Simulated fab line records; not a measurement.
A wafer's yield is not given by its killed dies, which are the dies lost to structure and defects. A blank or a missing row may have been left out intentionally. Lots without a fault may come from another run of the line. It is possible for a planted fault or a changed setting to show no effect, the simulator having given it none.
fab line records	flow nandHarc	part 1 of 2: steps 1 to 20 of 29
[record] lots = 5	wafers = 15	lastDay = 33
route steps=1302 shown A_CONTACT@1073
lots that met no fault: from a run of the same line without faults
startH: start of the lot's first displayed wafer, in hours after the record's first day	waitH: hours since the lot's step before	" identical to the entry in the row above	L1.1+2: one row covering several wafers at once	- no value present, or no start provided	* or withheld: withheld	< > ~ a bound
route shown NAME@n: NAME is a module with steps in the file, n the number in the route of the first one	usual: mean/standard deviation of fault-free wafers	same: alike in all rows	chamber/n: place in a boat	sites: the reading at each site	_std_site: how widely they spread, as a standard deviation	_edge_site: outer sites' mean less inner sites'	radiusMm: for every site, how far away it sits from the centre of the wafer	mask NAME#n: copy n	behind: the tool/chamber that last shaped the wafer	hold: reason for holding the lot/hours on hold/outcome of the hold	device: whichever transistor did not switch (one of n, p or np)	end of line: tests of these same wafers at the route's end	where a step has no rows: the recipe by itself	killed: count of dies lost to structure and defects at first sort (not the wafer's yield)	map: the dies of a wafer, with x for killed, . for not killed, _ for no die there
set.NAME: the setting the step ran with; set.NAME@STEP: the setting that earlier step ran with	model.NAME: the simulator's own value behind a step, which no gauge read
lots at selected steps of the route; one table per step, one row per wafer
services: from which hour (startH, from the record's first day; less than 0 if before it) a tool's chamber was out of use, for how many hours, and why
[[steps]]
[step NHARC_A_CONTACT_SOFTBAKE_03]
[recipe] tempC = 105	timeS = 55
lot.wafer	tool	chamber	startH	waitH
L077.1+2+4	lithoTrack-01	0	-	-
L080.1+2+4	lithoTrack-04	0	-	-
L088.1+2+6	lithoTrack-04	0	-	-
L094.3+4+5	lithoTrack-01	0	-	-
L096.2+5+6	lithoTrack-04	0	-	-
[step NHARC_A_CONTACT_EBR_04]
lot.wafer	tool	chamber	startH	waitH
L077.1+2+4	lithoTrack-01	0	-	-
L080.1+2+4	lithoTrack-04	0	-	-
L088.1+2+6	lithoTrack-04	0	-	-
L094.3+4+5	lithoTrack-01	0	-	-
L096.2+5+6	lithoTrack-04	0	-	-
[step NHARC_A_CONTACT_EXPOSE_05]
[recipe] na = 1.35	sigmaOuter = 0.8	doseMj = 84.24	maskId = A_CC
[same] sigmaOuter = 0.8
lot.wafer	tool	chamber	startH	waitH	mask
L077.1+2+4	arfiScanner-03	0	503.89	-	A_CC#0
L080.1+2+4	arfiScanner-02	0	537.63	-	A_CC#0
L088.1+2+6	arfiScanner-01	0	623.50	-	A_CC#0
L094.3+4+5	arfiScanner-01	0	691.50	-	A_CC#0
L096.2+5+6	arfiScanner-02	0	721.14	-	A_CC#0
[step NHARC_A_CONTACT_PEB_06]
[recipe] pebTempC = 100	pebTimeS = 65
lot.wafer	tool	chamber	startH	waitH
L077.1+2+4	lithoTrack-04	0	503.95	0.1
L080.1+2+4	lithoTrack-06	0	537.69	0.1
L088.1+2+6	lithoTrack-06	0	623.56	0.1
L094.3+4+5	lithoTrack-06	0	691.55	0.0
L096.2+5+6	lithoTrack-01	0	721.20	0.1
[step NHARC_A_CONTACT_DEVELOP_07]
[recipe] developTimeS = 35	devTempC = 23
[same] developTimeS = 35
lot.wafer	tool	chamber	startH	waitH
L077.1+2+4	lithoTrack-04	0	-	-
L080.1+2+4	lithoTrack-06	0	-	-
L088.1+2+6	lithoTrack-06	0	-	-
L094.3+4+5	lithoTrack-06	0	-	-
L096.2+5+6	lithoTrack-01	0	-	-
[step NHARC_A_CONTACT_CD_MEAS_08]
[recipe] targetCdNm = 200	landingEnergyEv = 500
[usual] cdNm = 199.9/0.45
lot.wafer	tool	chamber	startH	waitH	cdNm
L077.1	cdSem-02	0	504.03	-	199.4
L077.2	"	0	"	"	199.9
L077.4	"	0	"	"	199.0
L080.1	cdSem-02	0	537.77	-	199.6
L080.2	"	0	"	"	199.8
L080.4	"	0	"	"	199.8
L088.1	cdSem-01	0	623.64	-	199.9
L088.2	"	0	"	"	199.9
L088.6	"	0	"	"	199.3
L094.3	cdSem-02	0	691.63	-	199.9
L094.4	"	0	"	"	199.9
L094.5	"	0	"	"	200.9
L096.2	cdSem-01	0	721.28	-	198.7
L096.5	"	0	"	"	199.4
L096.6	"	0	"	"	199.0
[step NHARC_A_CONTACT_OVL_MEAS_09]
[usual] overlayXNm = -0.1/0.69	overlayYNm = 0.1/0.86
lot.wafer	tool	chamber	startH	waitH	overlayXNm	overlayYNm
L077.1	overlay-01	-	504.12	-	0.2	0.9
L077.2	"	-	"	"	0.2	-0.1
L077.4	"	-	"	"	0.9	0.5
L080.1	overlay-02	-	537.86	-	-0.2	0.7
L080.2	"	-	"	"	-0.4	0.6
L080.4	"	-	"	"	-0.2	0.5
L088.1	overlay-01	-	623.73	-	0.1	0.2
L088.2	"	-	"	"	-0.7	0.1
L088.6	"	-	"	"	0.1	0.2
L094.3	overlay-02	-	691.72	-	0.1	0.2
L094.4	"	-	"	"	0.0	0.5
L094.5	"	-	"	"	0.3	-0.1
L096.2	overlay-01	-	721.37	-	0.5	0.2
L096.5	"	-	"	"	0.9	0.2
L096.6	"	-	"	"	0.6	-0.1
[step NHARC_A_CONTACT_INSPECT_10]
[usual] rawDefectCount = 81/29
lot.wafer	tool	chamber	startH	waitH	rawDefectCount
L077.1	defectInspect-01	-	504.15	0.0	84
L077.2	"	-	"	"	104
L077.4	"	-	"	"	93
L080.1	defectInspect-02	-	537.90	0.0	96
L080.2	"	-	"	"	117
L080.4	"	-	"	"	99
L088.1	defectInspect-01	-	623.77	0.0	90
L088.2	"	-	"	"	73
L088.6	"	-	"	"	89
L094.3	defectInspect-01	-	691.75	0.0	79
L094.4	"	-	"	"	61
L094.5	"	-	"	"	63
L096.2	defectInspect-01	-	721.40	0.0	48
L096.5	"	-	"	"	54
L096.6	"	-	"	"	31
[step NHARC_A_CONTACT_DESCUM_13]
[recipe] timeS = 3	o2FlowSccm = 200	arFlowSccm = 0	biasPowerW = 0	chemistry = O2
[usual] drypumpMotorCurrentA = 5.8/0.34	o2FlowSccm = 200.0/0.55	oesProductAu = 0.998/0.0061	rfVppV = 58.0/0.99	showerheadPlenumPTorr = 1.93/0.11	throttleValvePct = 11.312/0.0097
lot.wafer	tool	chamber	startH	waitH	drypumpMotorCurrentA	o2FlowSccm	oesProductAu	rfHoursCounterH	rfVppV	showerheadPlenumPTorr	throttleValvePct
L077.1	rieDiel-07	1	504.21	0.1	5.8	200.5	0.989	9	59.5	1.91	11.302
L077.2	"	2	"	"	6.0	200.2	0.996	8	57.3	1.88	11.313
L077.4	"	0	"	"	5.9	200.2	1.000	10	58.4	2.07	11.298
L080.4	rieDiel-07	2	537.96	0.1	6.0	200.3	0.996	14	58.3	1.87	11.299
L080.1	"	3	"	"	5.5	199.6	0.995	16	56.7	1.78	11.307
L080.2	"	0	"	"	5.9	200.4	0.997	16	59.7	2.07	11.310
L088.1	rieDiel-03	2	623.84	0.1	5.0	199.8	0.994	1	59.4	2.01	11.309
L088.2	"	1	"	"	5.9	199.1	0.994	1	57.0	1.80	11.322
L088.6	"	3	"	"	6.1	198.8	1.004	-	58.5	2.06	11.312
L094.3	rieDiel-05	0	691.81	0.1	6.3	200.1	0.996	43	59.1	2.04	11.303
L094.4	"	1	"	"	5.4	199.1	0.997	40	58.2	1.92	11.304
L094.5	"	1	"	"	5.4	200.5	1.005	-	59.8	1.92	11.323
L096.2	rieDiel-03	0	721.47	0.1	5.2	199.5	1.002	38	56.2	1.81	11.322
L096.6	"	3	"	"	6.1	199.7	0.996	-	59.1	2.05	11.317
L096.5	"	0	"	"	5.2	200.0	0.998	-	57.6	1.81	11.297
[step NHARC_A_CONTACT_ETCH_88]
[recipe] targetDepthA = 390	overEtchFrac = 0.3	timeS = 65	ionEnergyEv = 80	cf4FlowSccm = 150	arFlowSccm = 0	rfW = 300	biasW = 100	chemistry = CF4
[usual] drypumpMotorCurrentA = 5.8/0.35	oesProductAu = 1.000/0.0069	rfVppV = 151.5/1.4	showerheadPlenumPTorr = 1.79/0.092	throttleValvePct = 13.284/0.0092
lot.wafer	tool	chamber	startH	waitH	drypumpMotorCurrentA	oesProductAu	rfHoursCounterH	rfVppV	showerheadPlenumPTorr	throttleValvePct
L077.1	rieDiel-07	0	504.30	0.1	6.0	1.000	10	153.6	1.91	13.276
L077.2	"	1	"	"	5.8	1.004	9	150.6	1.76	13.289
L077.4	"	2	"	"	6.0	1.003	8	153.0	1.74	13.285
L080.4	rieDiel-07	0	538.04	0.1	5.9	0.990	16	154.1	1.90	13.295
L080.2	"	2	"	"	6.0	1.010	14	150.3	1.74	13.270
L080.1	"	3	"	"	5.5	1.005	16	149.7	1.65	13.288
L088.2	rieDiel-03	0	623.93	0.1	5.2	0.988	1	151.3	1.69	13.283
L088.1	"	1	"	"	5.9	0.981	1	151.3	1.67	13.288
L088.6	"	3	"	"	6.1	0.994	-	153.0	1.89	13.294
L094.3	rieDiel-05	1	691.90	0.1	5.4	1.004	40	152.5	1.78	13.283
L094.4	"	0	"	"	6.3	0.998	43	153.1	1.88	13.292
L094.5	"	1	"	"	5.4	1.002	-	151.1	1.78	13.285
L096.2	rieDiel-03	2	721.55	0.1	5.0	1.001	40	152.4	1.84	13.283
L096.5	"	2	"	"	5.0	1.007	-	153.9	1.84	13.271
L096.6	"	3	"	"	6.1	1.003	-	153.5	1.88	13.303
[step NHARC_A_CONTACT_ETCH_89]
[recipe] targetDepthA = 2600	overEtchFrac = 0.3	timeS = 475.3	ionEnergyEv = 200	n2FlowSccm = 150	h2FlowSccm = 150	arFlowSccm = 0	rfW = 400	biasW = 150	chemistry = N2/H2
[usual] drypumpMotorCurrentA = 5.8/0.34	oesProductAu = 1.000/0.007	rfVppV = 431/3.4	showerheadPlenumPTorr = 2.05/0.12	throttleValvePct = 14.171/0.01
lot.wafer	tool	chamber	startH	waitH	drypumpMotorCurrentA	oesProductAu	rfHoursCounterH	rfVppV	showerheadPlenumPTorr	throttleValvePct
L077.4	rieDiel-07	0	-	-	5.9	0.990	11	434	2.21	14.169
L077.1	"	2	"	"	6.0	0.999	8	428	2.00	14.187
L077.2	"	3	"	"	5.6	0.995	10	427	1.89	14.178
L080.2	rieDiel-07	2	-	-	6.0	1.001	14	431	2.00	14.167
L080.4	"	0	"	"	5.9	1.005	17	435	2.21	14.168
L080.1	"	1	"	"	5.9	1.006	14	431	2.03	14.173
L088.1	rieDiel-03	0	-	-	5.2	0.987	1	427	1.94	14.165
L088.2	"	1	"	"	5.9	0.980	1	428	1.91	14.165
L088.6	"	3	"	"	6.1	0.996	-	435	2.20	14.169
L094.4	rieDiel-05	0	-	-	6.3	0.999	43	434	2.18	14.169
L094.3	"	1	"	"	5.3	0.993	40	430	2.05	14.176
L094.5	"	2	"	"	6.1	1.004	-	436	2.20	14.169
L096.2	rieDiel-03	2	-	-	5.0	0.998	40	432	2.13	14.179
L096.5	"	2	"	"	5.0	1.007	-	432	2.13	14.157
L096.6	"	3	"	"	6.1	1.000	-	434	2.19	14.174
[step NHARC_A_CONTACT_ETCH_30]
[recipe] targetDepthA = 726	timeS = 36.3	cf4FlowSccm = 100	chf3FlowSccm = 30	arFlowSccm = 0	rfW = 500	biasW = 200	chemistry = CF4/CHF3
[usual] drypumpMotorCurrentA = 5.8/0.34	oesProductAu = 0.934/0.017	rfVppV = 370.9/2.9	showerheadPlenumPTorr = 1.58/0.086	throttleValvePct = 16.802/0.0091
lot.wafer	tool	chamber	startH	waitH	drypumpMotorCurrentA	oesProductAu	rfHoursCounterH	rfVppV	showerheadPlenumPTorr	throttleValvePct
L077.4	rieDiel-07	3	-	-	5.5	0.926	10	367.8	1.47	16.812
L077.2	"	1	"	"	5.9	0.926	9	371.5	1.57	16.805
L077.1	"	2	"	"	6.0	0.924	8	369.1	1.54	16.806
L080.2	rieDiel-07	3	-	-	5.6	0.924	17	367.6	1.47	16.814
L080.1	"	0	"	"	5.9	0.919	17	372.8	1.70	16.822
L080.4	"	2	"	"	6.0	0.930	15	370.3	1.54	16.804
L088.2	rieDiel-03	3	-	-	6.1	0.953	1	374.5	1.69	16.788
L088.1	"	1	"	"	5.9	0.977	1	367.1	1.48	16.783
L088.6	"	3	"	"	6.1	0.968	-	372.9	1.69	16.804
L094.4	rieDiel-05	2	-	-	6.2	0.923	40	374.6	1.69	16.815
L094.3	"	3	"	"	5.2	0.917	36	373.5	1.65	16.815
L094.5	"	2	"	"	6.1	0.929	-	373.8	1.69	16.806
L096.2	rieDiel-03	1	-	-	5.9	0.926	40	368.1	1.47	16.805
L096.5	"	0	"	"	5.1	0.920	-	368.4	1.49	16.800
L096.6	"	1	"	"	5.8	0.927	-	367.0	1.47	16.789
[step NHARC_A_CONTACT_ETCH_31]
[recipe] targetDepthA = 28000	overEtchFrac = 0.3	timeS = 728	ionEnergyEv = 150	o2FlowSccm = 400	cosFlowSccm = 20	arFlowSccm = 0	rfW = 500	biasW = 300	chemistry = O2/COS
[usual] drypumpMotorCurrentA = 5.8/0.34	o2FlowSccm = 400.1/1.3	oesProductAu = 0.999/0.0078	rfVppV = 314.4/2.6	showerheadPlenumPTorr = 3.15/0.17	throttleValvePct = 28.331/0.01
lot.wafer	tool	chamber	startH	waitH	drypumpMotorCurrentA	o2FlowSccm	oesProductAu	rfHoursCounterH	rfVppV	showerheadPlenumPTorr	throttleValvePct
L077.1	rieDiel-07	0	-	-	5.9	400.7	0.988	11	316.6	3.37	28.334
L077.2	"	1	"	"	5.8	401.3	1.003	9	312.8	3.11	28.345
L077.4	"	2	"	"	6.0	401.0	1.005	8	314.4	3.06	28.344
L080.2	rieDiel-07	0	-	-	6.0	398.7	1.009	17	319.6	3.36	28.329
L080.4	"	2	"	"	6.0	399.8	0.995	15	312.9	3.06	28.331
L080.1	"	3	"	"	5.6	398.7	0.989	17	312.6	2.91	28.321
L088.1	rieDiel-03	2	-	-	5.0	399.9	0.993	1	315.8	3.27	28.316
L088.2	"	3	"	"	6.1	400.3	0.992	1	317.3	3.34	28.326
L088.6	"	1	"	"	5.9	400.3	0.988	-	310.5	2.94	28.343
L094.3	rieDiel-05	2	-	-	6.1	398.8	1.013	40	318.4	3.35	28.328
L094.4	"	1	"	"	5.4	399.1	0.992	40	315.6	3.13	28.314
L094.5	"	3	"	"	5.1	399.0	0.998	-	316.1	3.26	28.335
L096.2	rieDiel-03	1	-	-	5.9	399.7	1.003	40	310.4	2.92	28.323
L096.6	"	3	"	"	6.1	401.2	0.990	-	318.1	3.33	28.330
L096.5	"	0	"	"	5.3	398.4	1.006	-	310.8	2.96	28.333
[step NHARC_A_CONTACT_ETCH_134]
[recipe] sourceW = withheld	pressureMtorr = 20	biasV = withheld	timeS = 140	targetDepthA = 7000	arFlowSccm = withheld	c4f8FlowSccm = withheld	o2FlowSccm = withheld	chemistry = C4F8/O2/Ar
lot.wafer	tool	chamber	startH	waitH	rfHoursCounterH
L077.1	harCapEtch-03	1	505.34	-	48
L077.2	"	0	"	"	48
L077.4	"	0	"	"	-
L080.1	harCapEtch-01	1	539.08	-	10
L080.2	"	0	"	"	10
L080.4	"	1	"	"	-
L088.1	harCapEtch-03	0	624.96	-	71
L088.2	"	1	"	"	71
L088.6	"	0	"	"	-
L094.3	harCapEtch-03	0	693.01	-	-
L094.4	"	1	"	"	-
L094.5	"	1	"	"	-
L096.2	harCapEtch-02	0	722.62	-	130
L096.5	"	1	"	"	-
L096.6	"	0	"	"	-
[step NHARC_A_CONTACT_ETCH_135]
[recipe] sourceW = withheld	pressureMtorr = 20	biasV = 1200	timeS = 311	targetDepthA = 19120	arFlowSccm = withheld	c4f8FlowSccm = withheld	o2FlowSccm = withheld	chemistry = C4F8/O2/Ar
lot.wafer	tool	chamber	startH	waitH	rfHoursCounterH
L077.1	harCapEtch-03	1	505.60	0.2	48
L077.2	"	0	"	"	48
L077.4	"	0	"	"	-
L080.1	harCapEtch-01	1	539.35	0.2	10
L080.2	"	0	"	"	10
L080.4	"	1	"	"	-
L088.1	harCapEtch-03	0	625.16	0.2	71
L088.2	"	1	"	"	71
L088.6	"	0	"	"	-
L094.3	harCapEtch-03	0	693.24	0.2	-
L094.4	"	1	"	"	-
L094.5	"	1	"	"	-
L096.2	harCapEtch-02	0	722.83	0.2	130
L096.5	"	1	"	"	-
L096.6	"	0	"	"	-
[step NHARC_A_CONTACT_ETCH_136]
[recipe] sourceW = withheld	pressureMtorr = 20	biasV = 1200	timeS = 311	targetDepthA = 19120	arFlowSccm = withheld	c4f8FlowSccm = withheld	o2FlowSccm = withheld	chemistry = C4F8/O2/Ar
lot.wafer	tool	chamber	startH	waitH	rfHoursCounterH
L077.1	harCapEtch-03	1	505.97	0.3	48
L077.2	"	0	"	"	48
L077.4	"	0	"	"	-
L080.1	harCapEtch-01	1	539.71	0.3	10
L080.2	"	0	"	"	10
L080.4	"	1	"	"	-
L088.1	harCapEtch-03	0	625.43	0.2	71
L088.2	"	1	"	"	71
L088.6	"	0	"	"	-
L094.3	harCapEtch-03	0	693.51	0.2	-
L094.4	"	1	"	"	-
L094.5	"	1	"	"	-
L096.2	harCapEtch-02	0	723.11	0.2	131
L096.5	"	1	"	"	-
L096.6	"	0	"	"	-
[step NHARC_A_CONTACT_ETCH_137]
[recipe] sourceW = withheld	pressureMtorr = 20	biasV = 1200	timeS = 311	targetDepthA = 19120	arFlowSccm = withheld	c4f8FlowSccm = withheld	o2FlowSccm = withheld	chemistry = C4F8/O2/Ar
lot.wafer	tool	chamber	startH	waitH	rfHoursCounterH
L077.1	harCapEtch-03	1	506.33	0.3	49
L077.2	"	0	"	"	49
L077.4	"	0	"	"	-
L080.1	harCapEtch-01	1	540.07	0.3	11
L080.2	"	0	"	"	11
L080.4	"	1	"	"	-
L088.1	harCapEtch-03	0	625.69	0.2	72
L088.2	"	1	"	"	72
L088.6	"	0	"	"	-
L094.3	harCapEtch-03	0	693.77	0.2	-
L094.4	"	1	"	"	-
L094.5	"	1	"	"	-
L096.2	harCapEtch-02	0	723.38	0.2	131
L096.5	"	1	"	"	-
L096.6	"	0	"	"	-
[step NHARC_A_CONTACT_ETCH_138]
[recipe] sourceW = withheld	pressureMtorr = 20	biasV = 1200	timeS = 311	targetDepthA = 19140	arFlowSccm = withheld	c4f8FlowSccm = withheld	o2FlowSccm = withheld	chemistry = C4F8/O2/Ar
lot.wafer	tool	chamber	startH	waitH	rfHoursCounterH
L077.1	harCapEtch-03	1	506.70	0.3	49
L077.2	"	0	"	"	49
L077.4	"	0	"	"	-
L080.1	harCapEtch-01	1	540.43	0.3	11
L080.2	"	0	"	"	11
L080.4	"	1	"	"	-
L088.1	harCapEtch-03	0	625.96	0.2	72
L088.2	"	1	"	"	72
L088.6	"	0	"	"	-
L094.3	harCapEtch-03	0	694.05	0.2	-
L094.4	"	1	"	"	-
L094.5	"	1	"	"	-
L096.2	harCapEtch-02	0	723.65	0.2	131
L096.5	"	1	"	"	-
L096.6	"	0	"	"	-
[step NHARC_A_CONTACT_ETCH_139]
[recipe] sourceW = withheld	pressureMtorr = 20	biasV = 400	timeS = 195	targetDepthA = 8400	arFlowSccm = withheld	c4f8FlowSccm = 11.5	o2FlowSccm = 7.2	chemistry = C4F8/O2/Ar
lot.wafer	tool	chamber	startH	waitH	rfHoursCounterH
L077.1	harCapEtch-03	1	507.06	0.3	49
L077.2	"	0	"	"	49
L077.4	"	0	"	"	-
L080.1	harCapEtch-01	1	540.80	0.3	11
L080.2	"	0	"	"	11
L080.4	"	1	"	"	-
L088.1	harCapEtch-03	0	626.24	0.2	72
L088.2	"	1	"	"	72
L088.6	"	0	"	"	-
L094.3	harCapEtch-03	0	694.32	0.2	-
L094.4	"	1	"	"	-
L094.5	"	1	"	"	-
L096.2	harCapEtch-02	0	723.92	0.2	131
L096.5	"	1	"	"	-
L096.6	"	0	"	"	-
[step NHARC_A_CONTACT_ETCH_92]
[recipe] targetDepthA = 400	overEtchFrac = 0.5	timeS = 85.7	ionEnergyEv = 120	ch3fFlowSccm = 50	o2FlowSccm = 30	arFlowSccm = 200	rfW = 500	biasW = 100	chemistry = CH3F/O2
[usual] drypumpMotorCurrentA = 5.8/0.33	o2FlowSccm = 30.01/0.091	oesProductAu = 0.934/0.024	rfVppV = 244.5/2	showerheadPlenumPTorr = 2.47/0.13	throttleValvePct = 20.664/0.0087
lot.wafer	tool	chamber	startH	waitH	drypumpMotorCurrentA	o2FlowSccm	oesProductAu	rfHoursCounterH	rfVppV	showerheadPlenumPTorr	throttleValvePct
L077.4	rieDiel-07	2	507.71	0.4	6.0	30.06	0.918	9	244.6	2.41	20.666
L077.2	"	3	"	"	5.6	30.07	0.927	11	242.4	2.29	20.666
L077.1	"	0	"	"	5.9	30.07	0.927	12	246.6	2.66	20.670
L080.1	rieDiel-07	1	541.45	0.6	5.8	29.99	0.928	15	244.3	2.45	20.671
L080.4	"	2	"	"	6.0	29.98	0.928	15	242.6	2.41	20.658
L080.2	"	3	"	"	5.6	30.01	0.914	17	242.0	2.29	20.659
L088.2	rieDiel-05	2	626.80	0.5	6.1	30.04	0.991	19	245.9	2.65	20.666
L088.1	"	0	"	"	6.3	29.94	0.975	21	246.7	2.63	20.682
L088.6	"	1	"	"	5.4	29.89	0.998	-	244.8	2.48	20.646
L094.4	rieDiel-07	2	694.80	0.4	6.0	30.20	1.001	8	243.0	2.40	20.669
L094.3	"	0	"	"	5.9	30.02	0.997	8	247.1	2.64	20.647
L094.5	"	2	"	"	6.0	30.13	1.001	-	243.0	2.40	20.672
L096.2	rieDiel-07	1	724.44	0.5	5.9	29.81	0.920	12	242.9	2.44	20.666
L096.5	"	0	"	"	5.9	30.12	0.924	-	248.1	2.64	20.676
L096.6	"	1	"	"	5.9	29.97	0.929	-	243.4	2.44	20.669
